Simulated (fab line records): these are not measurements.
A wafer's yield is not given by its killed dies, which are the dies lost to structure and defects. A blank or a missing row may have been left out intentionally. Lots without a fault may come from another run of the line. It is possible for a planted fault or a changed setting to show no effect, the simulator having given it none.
Which of the tools did it? | flow n5Finfet | 20 lots, 60 wafers sampled, at 6 steps of a route of 1938

== WHAT THE GAUGES READ, wafer by wafer ==
N5_ILD0_THK_MEAS_04.
lot  | measured    | on           | thkNm (nm)
L074 | day 3 13:28 | filmMetro-02 | 199.0 199.5 198.6
L075 | day 3 19:53 | filmMetro-01 | 198.3 197.1 197.6
L077 | day 4 06:47 | filmMetro-01 | 196.9 197.2 197.8
L078 | day 4 13:54 | filmMetro-01 | 197.9 196.8 197.0
L079 | day 4 18:44 | filmMetro-01 | 197.6 197.5 196.7
L080 | day 5 01:05 | filmMetro-01 | 198.3 199.0 198.1
L081 | day 5 08:41 | filmMetro-01 | 197.9 197.9 196.4
L082 | day 5 15:48 | filmMetro-01 | 195.2 196.1 198.4
L083 | day 5 23:31 | filmMetro-01 | 197.4 199.0 200.1
L084 | day 6 05:56 | filmMetro-02 | 197.5 197.4 195.8
L085 | day 6 12:41 | filmMetro-02 | 195.5 195.6 196.1
L086 | day 6 18:41 | filmMetro-02 | 197.1 194.0 195.5
L087 | day 7 01:05 | filmMetro-02 | 198.9 195.6 196.5
L088 | day 7 05:11 | filmMetro-01 | 197.2 197.6 197.5
L090 | day 7 13:20 | filmMetro-02 | 197.9 197.3 196.4
L091 | day 8 00:37 | filmMetro-01 | 197.4 198.9 198.1
L093 | day 8 12:32 | filmMetro-01 | 196.6 195.8 195.5
L094 | day 8 14:02 | filmMetro-02 | 196.9 196.4 195.6
L095 | day 8 21:31 | filmMetro-02 | 196.3 199.3 196.7
L097 | day 9 13:41 | filmMetro-02 | 198.1 198.5 197.6

N5_SDB_THK_MEAS_31.
lot  | measured    | on           | SDB_THK (nm)
L074 | day 3 21:30 | filmMetro-01 | 63.8 66.4 65.2
L075 | day 4 04:02 | filmMetro-01 | 64.1 64.8 64.2
L077 | day 4 15:34 | filmMetro-02 | 64.3 63.6 64.3
L078 | day 4 22:33 | filmMetro-02 | 62.6 64.2 63.3
L079 | day 5 04:07 | filmMetro-01 | 64.1 64.8 62.9
L080 | day 5 09:30 | filmMetro-01 | 65.2 63.6 63.5
L081 | day 5 17:29 | filmMetro-02 | 66.0 64.4 63.3
L082 | day 6 01:17 | filmMetro-01 | 63.0 64.7 64.2
L083 | day 6 07:40 | filmMetro-02 | 64.1 63.1 63.6
L084 | day 6 14:11 | filmMetro-01 | 64.0 64.8 65.0
L085 | day 6 20:52 | filmMetro-02 | 65.0 64.2 63.5
L086 | day 7 03:25 | filmMetro-02 | 64.9 64.8 63.1
L087 | day 7 10:27 | filmMetro-01 | 64.6 63.2 64.1
L088 | day 7 13:10 | filmMetro-01 | 64.1 63.3 63.8
L090 | day 7 22:24 | filmMetro-01 | 62.6 63.1 61.0
L091 | day 8 08:55 | filmMetro-02 | 63.7 62.9 65.0
L093 | day 8 20:49 | filmMetro-02 | 65.0 64.4 64.0
L094 | day 8 22:44 | filmMetro-01 | 63.4 63.0 61.7
L095 | day 9 05:26 | filmMetro-01 | 63.5 62.0 63.1
L097 | day 9 21:39 | filmMetro-02 | 62.3 64.8 63.7

== WHICH TOOL RAN EACH LOT (tool, then ch and the chambers of the sampled wafers, then the start) ==
lot  | N5_SDB_ETCH_17                   | N5_SDB_HM_OPEN_20                | N5_SDB_ETCH_25                   | N5_SDB_CUT_ETCH_26
L074 | rieDiel-01 ch 0,2,3, day 3 17:40 | rieDiel-01 ch 0,2,3, day 3 17:52 | rieDiel-04 ch 1,2,3, day 3 18:13 | rieSi-05 ch 2,3, day 3 18:17
L075 | rieDiel-06 ch 2,3, day 4 00:12   | rieDiel-06 ch 2,3, day 4 00:23   | rieDiel-06 ch 1,2,3, day 4 00:44 | rieSi-05 ch 0,2,3, day 4 00:49
L077 | rieDiel-01 ch 0,2,3, day 4 11:47 | rieDiel-01 ch 0,2,3, day 4 11:58 | rieDiel-06 ch 0,1,3, day 4 12:16 | rieSi-05 ch 2,3, day 4 12:21
L078 | rieDiel-06 ch 0,2,3, day 4 18:34 | rieDiel-06 ch 0,2,3, day 4 18:45 | rieDiel-06 ch 1,3, day 4 19:03   | rieSi-05 ch 0,2, day 4 19:08
L079 | rieDiel-04 ch 0,1,3, day 4 23:17 | rieDiel-04 ch 0,1,3, day 4 23:29 | rieDiel-04 ch 0,2,3, day 5 00:00 | rieSi-02 ch 0,1,2, day 5 00:05
L080 | rieDiel-01 ch 1,2, day 5 05:24   | rieDiel-01 ch 1,2, day 5 05:36   | rieDiel-01 ch 1,2,3, day 5 06:12 | rieSi-02 ch 0,1,2, day 5 06:17
L081 | rieDiel-01 ch 1,2,3, day 5 13:41 | rieDiel-01 ch 1,2,3, day 5 13:53 | rieDiel-04 ch 2,3, day 5 14:11   | rieSi-02 ch 0,2,3, day 5 14:16
L082 | rieDiel-01 ch 2,3, day 5 20:55   | rieDiel-01 ch 2,3, day 5 21:13   | rieDiel-01 ch 2,3, day 5 21:59   | rieSi-02 ch 2,3, day 5 22:04
L083 | rieDiel-06 ch 0,3, day 6 03:49   | rieDiel-06 ch 0,3, day 6 04:01   | rieDiel-06 ch 0,1,2, day 6 04:23 | rieSi-02 ch 0,1,3, day 6 04:28
L084 | rieDiel-01 ch 0,1,3, day 6 10:24 | rieDiel-01 ch 0,1,3, day 6 10:35 | rieDiel-06 ch 2,3, day 6 10:53   | rieSi-02 ch 0,1,2, day 6 10:59
L085 | rieDiel-01 ch 0,2, day 6 17:04   | rieDiel-01 ch 0,2, day 6 17:16   | rieDiel-06 ch 0,2, day 6 17:34   | rieSi-01 ch 1,2,3, day 6 17:38
L086 | rieDiel-04 ch 0,2, day 6 23:38   | rieDiel-04 ch 0,2, day 6 23:49   | rieDiel-06 ch 1,2,3, day 7 00:07 | rieSi-05 ch 0,2,3, day 7 00:12
L087 | rieDiel-01 ch 1,3, day 7 06:38   | rieDiel-01 ch 1,3, day 7 06:49   | rieDiel-04 ch 0,2, day 7 07:07   | rieSi-05 ch 0,2,3, day 7 07:12
L088 | rieDiel-01 ch 0,2,3, day 7 09:22 | rieDiel-01 ch 0,2,3, day 7 09:34 | rieDiel-06 ch 1,2,3, day 7 09:52 | rieSi-05 ch 0,2,3, day 7 09:56
L090 | rieDiel-06 ch 1,2,3, day 7 17:34 | rieDiel-06 ch 1,2,3, day 7 17:46 | rieDiel-06 ch 1,2,3, day 7 18:04 | rieSi-05 ch 0,3, day 7 18:07
L091 | rieDiel-06 ch 1,2, day 8 05:08   | rieDiel-06 ch 1,2, day 8 05:19   | rieDiel-06 ch 2,3, day 8 05:37   | rieSi-01 ch 0,1,3, day 8 05:43
L093 | rieDiel-04 ch 0,1,3, day 8 16:58 | rieDiel-04 ch 0,1,3, day 8 17:10 | rieDiel-01 ch 0,2, day 8 17:28   | rieSi-02 ch 0,1,2, day 8 17:34
L094 | rieDiel-06 ch 0,2, day 8 18:21   | rieDiel-06 ch 0,2, day 8 18:32   | rieDiel-06 ch 0,1, day 8 19:01   | rieSi-02 ch 1,3, day 8 19:07
L095 | rieDiel-04 ch 0,1,3, day 9 01:35 | rieDiel-04 ch 0,1,3, day 9 01:46 | rieDiel-04 ch 2,3, day 9 02:07   | rieSi-02 ch 0,3, day 9 02:12
L097 | rieDiel-04 ch 0,2,3, day 9 17:52 | rieDiel-04 ch 0,2,3, day 9 18:03 | rieDiel-04 ch 0,2,3, day 9 18:21 | rieSi-05 ch 0,2,3, day 9 18:26
- N5_SDB_ETCH_17: etches SiARC in CF4, target depth 23.4 nm, time 39 s.
- N5_SDB_HM_OPEN_20: chemistry CH3F/O2, target SiNx, stops on poly-Si, target depth 24 nm.
- N5_SDB_ETCH_25: etches SiO2 in C4F6/O2, target depth 10 nm, time 3.3 s.
- N5_SDB_CUT_ETCH_26: etches Si in HBr/Cl2/O2, target depth 129.6 nm, bt time 20 s, time 51.8 s.

== AS READ BY THE TOOLS THEMSELVES (means over the sampled wafers that have a number; for cases with no such wafer, the mark the record gives instead) ==
N5_SDB_ETCH_17.
lot  | tool       | cf4FlowSccm (sccm) | drypumpMotorCurrentA (A) | etchRfOnTimeS (s) | mfcArSccm (sccm) | oesProductAu (a.u.) | rfVppV (V) | showerheadPlenumPTorr (Torr) | throttleValvePct (%)
L074 | rieDiel-01 | 100.1              | 5.7                      | 39.2              | 99.91            | 0.71                | 184.4      | 2.16                         | 15.31
L075 | rieDiel-06 | 99.9               | 5.1                      | 39.5              | 99.81            | 0.61                | 183.7      | 2.11                         | 15.57
L077 | rieDiel-01 | 99.8               | 5.7                      | 39.2              | 100.09           | 0.70                | 184.0      | 2.16                         | 15.32
L078 | rieDiel-06 | 100.4              | 5.3                      | 38.8              | 100.03           | 0.61                | 183.7      | 2.15                         | 15.50
L079 | rieDiel-04 | 100.0              | 6.0                      | 39.5              | 100.03           | 0.60                | 184.0      | 2.21                         | 15.71
L080 | rieDiel-01 | 99.8               | 5.5                      | 39.3              | 99.92            | 0.68                | 185.3      | 2.24                         | 15.58
L081 | rieDiel-01 | 99.9               | 5.5                      | 38.4              | 100.12           | 0.72                | 184.5      | 2.22                         | 15.42
L082 | rieDiel-01 | 100.2              | 5.7                      | 38.7              | 99.82            | 0.74                | 185.1      | 2.22                         | 15.24
L083 | rieDiel-06 | 100.0              | 5.1                      | 40.4              | 99.88            | 0.60                | 183.7      | 2.15                         | 15.52
L084 | rieDiel-01 | 99.8               | 5.5                      | 38.5              | 99.99            | 0.74                | 185.8      | 2.23                         | 15.38
L085 | rieDiel-01 | 99.8               | 5.9                      | 39.3              | 99.88            | 0.77                | 185.0      | 2.27                         | 15.10
L086 | rieDiel-04 | 100.2              | 6.0                      | 38.8              | 99.48            | 0.76                | 184.3      | 2.17                         | 15.26
L087 | rieDiel-01 | 100.3              | 5.3                      | 39.0              | 99.85            | 0.67                | 184.9      | 2.22                         | 15.65
L088 | rieDiel-01 | 100.4              | 5.7                      | 38.5              | 99.92            | 0.76                | 185.1      | 2.24                         | 15.19
L090 | rieDiel-06 | 100.1              | 5.4                      | 39.4              | 100.00           | 0.63                | 184.5      | 2.13                         | 15.60
L091 | rieDiel-06 | 100.2              | 5.6                      | 39.5              | 100.04           | 0.66                | 185.2      | 2.16                         | 15.59
L093 | rieDiel-04 | 99.9               | 5.9                      | 38.5              | 99.96            | 0.74                | 185.4      | 2.20                         | 15.42
L094 | rieDiel-06 | 100.3              | 5.3                      | 38.9              | 100.25           | 0.74                | 183.9      | 2.19                         | 15.17
L095 | rieDiel-04 | 99.9               | 5.9                      | 38.7              | 100.15           | 0.73                | 184.9      | 2.20                         | 15.42
L097 | rieDiel-04 | 100.0              | 5.8                      | 39.5              | 99.83            | 0.72                | 184.4      | 2.16                         | 15.34

N5_SDB_HM_OPEN_20.
lot  | tool       | drypumpMotorCurrentA (A) | mfcArSccm (sccm) | oes_o_777_au (a.u.) | oesProductAu (a.u.) | rfVppV (V) | showerheadPlenumPTorr (Torr) | throttleValvePct (%)
L074 | rieDiel-01 | 5.7                      | 150.0            | 0.84                | 0.69                | 291        | 2.02                         | 16.05
L075 | rieDiel-06 | 5.1                      | 150.6            | 0.73                | 0.59                | 292        | 1.97                         | 16.27
L077 | rieDiel-01 | 5.7                      | 149.7            | 0.83                | 0.68                | 291        | 2.02                         | 16.05
L078 | rieDiel-06 | 5.2                      | 149.6            | 0.72                | 0.59                | 295        | 2.00                         | 16.20
L079 | rieDiel-04 | 6.0                      | 149.7            | 0.71                | 0.57                | 305        | 2.07                         | 16.44
L080 | rieDiel-01 | 5.5                      | 150.6            | 0.78                | 0.65                | 297        | 2.09                         | 16.28
L081 | rieDiel-01 | 5.5                      | 149.7            | 0.84                | 0.69                | 293        | 2.08                         | 16.13
L082 | rieDiel-01 | 5.7                      | 149.9            | 0.88                | 0.72                | 292        | 2.08                         | 15.95
L083 | rieDiel-06 | 5.1                      | 150.7            | 0.70                | 0.58                | 302        | 2.00                         | 16.16
L084 | rieDiel-01 | 5.5                      | 149.9            | 0.87                | 0.71                | 294        | 2.09                         | 16.13
L085 | rieDiel-01 | 5.9                      | 150.2            | 0.90                | 0.75                | 296        | 2.13                         | 15.88
L086 | rieDiel-04 | 6.0                      | 149.9            | 0.88                | 0.73                | 300        | 2.03                         | 15.99
L087 | rieDiel-01 | 5.3                      | 149.9            | 0.79                | 0.65                | 294        | 2.06                         | 16.34
L088 | rieDiel-01 | 5.7                      | 150.0            | 0.88                | 0.72                | 292        | 2.10                         | 15.95
L090 | rieDiel-06 | 5.3                      | 150.1            | 0.76                | 0.61                | 295        | 1.99                         | 16.33
L091 | rieDiel-06 | 5.6                      | 150.0            | 0.79                | 0.64                | 296        | 2.03                         | 16.35
L093 | rieDiel-04 | 5.9                      | 149.9            | 0.86                | 0.71                | 304        | 2.06                         | 16.17
L094 | rieDiel-06 | 5.3                      | 150.0            | 0.86                | 0.71                | 299        | 2.04                         | 15.83
L095 | rieDiel-04 | 6.0                      | 149.7            | 0.85                | 0.70                | 304        | 2.06                         | 16.18
L097 | rieDiel-04 | 5.9                      | 149.5            | 0.83                | 0.68                | 304        | 2.03                         | 16.06

N5_SDB_ETCH_25.
lot  | tool       | drypumpMotorCurrentA (A) | mfcArSccm (sccm) | oes_o_777_au (a.u.) | oesProductAu (a.u.) | rfVppV (V) | showerheadPlenumPTorr (Torr) | throttleValvePct (%)
L074 | rieDiel-04 | 5.9                      | 299.4            | 0.75                | 0.73                | 680        | 2.92                         | 21.30
L075 | rieDiel-06 | 5.4                      | 300.4            | 0.77                | 0.76                | 658        | 2.85                         | 21.10
L077 | rieDiel-06 | 5.2                      | 299.5            | 0.76                | 0.77                | 673        | 2.84                         | 21.02
L078 | rieDiel-06 | 5.2                      | 300.5            | 0.76                | 0.77                | 666        | 2.78                         | 21.14
L079 | rieDiel-04 | 5.8                      | 299.6            | 0.71                | 0.70                | 684        | 2.89                         | 21.11
L080 | rieDiel-01 | 5.5                      | 300.5            | 0.85                | 0.84                | 655        | 2.95                         | 20.96
L081 | rieDiel-04 | 5.8                      | 300.9            | 0.73                | 0.71                | 682        | 2.87                         | 21.20
L082 | rieDiel-01 | 5.4                      | 300.0            | 0.90                | 0.89                | 648        | 2.93                         | 20.86
L083 | rieDiel-06 | 5.4                      | 299.3            | 0.75                | 0.75                | 666        | 2.90                         | 20.99
L084 | rieDiel-06 | 5.4                      | 299.6            | 0.72                | 0.69                | 647        | 2.86                         | 21.04
L085 | rieDiel-06 | 5.5                      | 300.4            | 0.71                | 0.69                | 654        | 2.91                         | 20.93
L086 | rieDiel-06 | 5.4                      | 300.3            | 0.75                | 0.74                | 659        | 2.84                         | 21.12
L087 | rieDiel-04 | 6.0                      | 299.8            | 0.89                | 0.88                | 675        | 2.88                         | 20.82
L088 | rieDiel-06 | 5.4                      | 300.4            | 0.75                | 0.74                | 659        | 2.84                         | 21.13
L090 | rieDiel-06 | 5.4                      | 300.3            | 0.74                | 0.74                | 657        | 2.84                         | 21.13
L091 | rieDiel-06 | 5.2                      | 299.9            | 0.70                | 0.69                | 655        | 2.79                         | 21.10
L093 | rieDiel-01 | 5.9                      | 300.5            | 0.86                | 0.86                | 662        | 3.02                         | 20.76
L094 | rieDiel-06 | 5.5                      | 300.6            | 0.86                | 0.86                | 676        | 2.88                         | 20.99
L095 | rieDiel-04 | 5.8                      | 299.6            | 0.79                | 0.79                | 681        | 2.86                         | 21.10
L097 | rieDiel-04 | 5.8                      | 300.0            | 0.85                | 0.84                | 682        | 2.88                         | 20.90

N5_SDB_CUT_ETCH_26.
lot  | tool     | HBr_flow_sccm (sccm) | drypumpMotorCurrentA (A) | oes_o_777_au (a.u.) | oesProductAu (a.u.) | throttleValvePct (%)
L074 | rieSi-05 | 149.9                | 5.9                      | 0.93                | 1.006               | 37.3
L075 | rieSi-05 | 150.1                | 5.9                      | 0.98                | 1.013               | 37.1
L077 | rieSi-05 | 149.5                | 5.9                      | 0.92                | 1.001               | 37.3
L078 | rieSi-05 | 149.9                | 5.9                      | 1.04                | 1.019               | 36.9
L079 | rieSi-02 | 150.0                | 5.7                      | 1.02                | 1.016               | 36.9
L080 | rieSi-02 | 150.1                | 5.7                      | 1.03                | 1.020               | 36.9
L081 | rieSi-02 | 149.8                | 5.7                      | 1.03                | 1.010               | 37.1
L082 | rieSi-02 | 150.2                | 5.6                      | 1.05                | 1.009               | 37.0
L083 | rieSi-02 | 150.1                | 5.5                      | 1.02                | 1.007               | 37.3
L084 | rieSi-02 | 150.0                | 5.7                      | 1.03                | 1.021               | 36.9
L085 | rieSi-01 | 149.8                | 5.3                      | 1.02                | 1.015               | 37.0
L086 | rieSi-05 | 150.0                | 5.9                      | 0.99                | 1.005               | 37.1
L087 | rieSi-05 | 150.6                | 5.9                      | 0.98                | 1.008               | 37.1
L088 | rieSi-05 | 150.1                | 5.9                      | 0.98                | 1.008               | 37.1
L090 | rieSi-05 | 150.4                | 5.8                      | 1.01                | 1.012               | 37.0
L091 | rieSi-01 | 149.9                | 5.8                      | 1.00                | 0.993               | 37.1
L093 | rieSi-02 | 149.6                | 5.7                      | 1.03                | 1.018               | 36.9
L094 | rieSi-02 | 150.4                | 5.4                      | 1.03                | 1.018               | 37.1
L095 | rieSi-02 | 150.0                | 5.6                      | 1.00                | 1.000               | 37.5
L097 | rieSi-05 | 149.8                | 5.9                      | 0.98                | 1.012               | 37.1

== THE ANSWER, worked out from the rows above alone ==
Rule: the usual values come from the lots themselves. The widest of any qualifying gaps counts: lots, ordered by their means at a reading, are off when they make up no more than a third of the lots, leave a main group of 4 or more, and stand apart from it by 3 or more times the standard deviation of that group's means. A main group is skipped when, at the precision printed for the reading in the tables above, its means are all equal. A lot without any number at a reading at which 4 lots or more have one is off too. All remaining lots with rows at the step are treated as sound. After the gauges, taken in route order, come the tools' own readings; for these a lot's mean is taken, as printed above. At the first step where some lot is off, the reading lying furthest off is the one used; lots without a number count as furthest.
No lot is off at any reading shown: from this, nothing can be told.

== WHAT THE SIMULATOR HAD PUT IN ==
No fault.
